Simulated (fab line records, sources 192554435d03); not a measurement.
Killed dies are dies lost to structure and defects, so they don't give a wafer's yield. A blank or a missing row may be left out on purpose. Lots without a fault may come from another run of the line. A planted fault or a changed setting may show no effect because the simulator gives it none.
A struck lot beside a sound one | flow n5_finfet | 34 steps out of a route of 1938
Sound: wafers L497.1, L497.4, L497.6. Struck: wafers L495.2, L495.5, L495.6. The cause comes at the end.
At each step with rows: each side's tool, then ch and its chambers, then its first start. Under that, the readings that differ: sound wafers | struck wafers | difference of the means | sigmas: that difference in standard deviations of wafers without a fault.
alike: readings whose means differ by less than 2 such deviations, and words and numbers that are the same on both sides. not compared: withheld readings, readings that some wafer has no value for, bounds like >300 that may hide the same value, and numbers for which the record gives no deviation and whose values overlap.
The two part at a step that has a row with sigmas, a row that says differs or no value, or rows on one side only. Numbers that don't overlap but have no deviation are shown without sigmas and don't part them. A reading that every wafer of one side lacks parts them only if that side has two wafers or more.

first, 11 steps without rows for these wafers: N5_BEOL_M12_TRENCH_ETCH_34 (etches SiOC in C4F8/O2/Ar, target depth 318.95 nm, time 125.5 s); N5_BEOL_M12_STRIP_70 (strips in C4F8/O2/Ar); N5_BEOL_M12_STRIP_37 (strips in N2/H2); N5_BEOL_M12_ETCH_38 (etches SiCN in CF4/N2, target depth 68.7 nm, time 73.4 s); N5_BEOL_M12_PRECLEAN_39 (cleans in residue remover, time 60 s); N5_BEOL_M12_SRD_40 (time 30 s, dry time 30 s); N5_BEOL_M12_DEGAS_41 (time 60 s); N5_BEOL_M12_PRE_CLEAN_42 (time 30 s); N5_BEOL_M12_SPUTTER_43 (material TaN, target thk 15 nm, time 24.19 s); N5_BEOL_M12_SPUTTER_44 (material Ta, target thk 10 nm, time 16.13 s); N5_BEOL_M12_SPUTTER_45 (material Cu, target thk 80 nm, time 13.33 s).
N5_BEOL_M12_ECD_47: material Cu, target thk 720 nm.
  sound on ecd_cu-02 ch 1, day 15 03:26; struck on ecd_cu-01 ch 0,1, day 15 04:05
then, 21 steps without rows for these wafers: N5_BEOL_M12_ANNEAL_48 (time 90 s); N5_BEOL_M12_CMP_49 (polishes, stops on SiOC, t overpolish 20.6 s, target thk 320 nm); N5_BEOL_M12_PRE_CLEAN_52 (time 15 s); N5_BEOL_M12_DEP_53 (deposits SiCN from 3MS/NH3, target thk 30 nm, time 10.5 s); N5_BEOL_M13_ILD_DEP_00 (deposits SiOC from DEMS/O2, target thk 837.92 nm, time 166.4 s); N5_BEOL_M13_COAT_58 (time 60 s, resist thk 89 nm); N5_BEOL_M13_COAT_04 (resist thk 400 nm); N5_BEOL_M13_EBR_06; N5_BEOL_M13_SOFTBAKE_05 (time 60 s); N5_BEOL_M13_EXPOSE_07 (exposes mask V12); N5_BEOL_M13_PEB_08 (peb time 90 s); N5_BEOL_M13_DEVELOP_09 (develop time 45 s); N5_BEOL_M13_HARDBAKE_14 (time 120 s); N5_BEOL_M13_DESCUM_15 (chemistry O2, time 7.9 s); N5_BEOL_M13_ETCH_59 (etches BARC in N2/H2, target depth 89 nm, overetch 26.7 nm, time 67.9 s); N5_BEOL_M13_VIA_ETCH_16 (etches SiOC in C4F8/O2/Ar, target depth 921.7 nm); N5_BEOL_M13_STRIP_63 (strips in N2/H2); N5_BEOL_M13_STRIP_64 (strips in N2/H2); N5_BEOL_M13_STRIP_71 (strips in post etch residue remover, time 60 s); N5_BEOL_M13_SRD_72 (time 30 s, dry time 30 s); N5_BEOL_M13_COAT_65 (time 60 s, resist thk 350 nm).
N5_PASSIVATION_PROBE_49:
  sound on prober-01, day 16 13:25; struck on prober-01, day 16 16:43
  reading                  | sound          | struck         | difference | sigmas
  defect_limited_yield (%) | 90.5 92.5 91.6 | 73.1 72.6 74.9 | -18.0      | -12
  killed_at_M4_up          | 18 17 12       | 235 222 207    | +206       | +37
  killed_dies              | 112 89 99      | 318 323 296    | +212       | +12
  killed_on_rim            | 15 9 18        | 39 42 37       | +25        | +6
  sort_bin_5_function (%)  | 4.9 4.7 4.7    | 16.9 16.2 15.3 | +11.4      | +11
  sort_bin_6_memory (%)    | 4.0 2.6 3.5    | 8.4 9.8 8.6    | +5.6       | +8
  sort_n_pass              | 1068 1091 1081 | 862 857 884    | -212       | -12
  sort_yield_pct (%)       | 90.5 92.5 91.6 | 73.1 72.6 74.9 | -18.0      | -12
  alike: killed_at_M0_to_M3, killed_at_contacts, killed_at_front_end, killed_at_other, killed_open, killed_short

WHERE THEY PART
Only at N5_PASSIVATION_PROBE_49, within this record.

WHY: what the simulator had put in
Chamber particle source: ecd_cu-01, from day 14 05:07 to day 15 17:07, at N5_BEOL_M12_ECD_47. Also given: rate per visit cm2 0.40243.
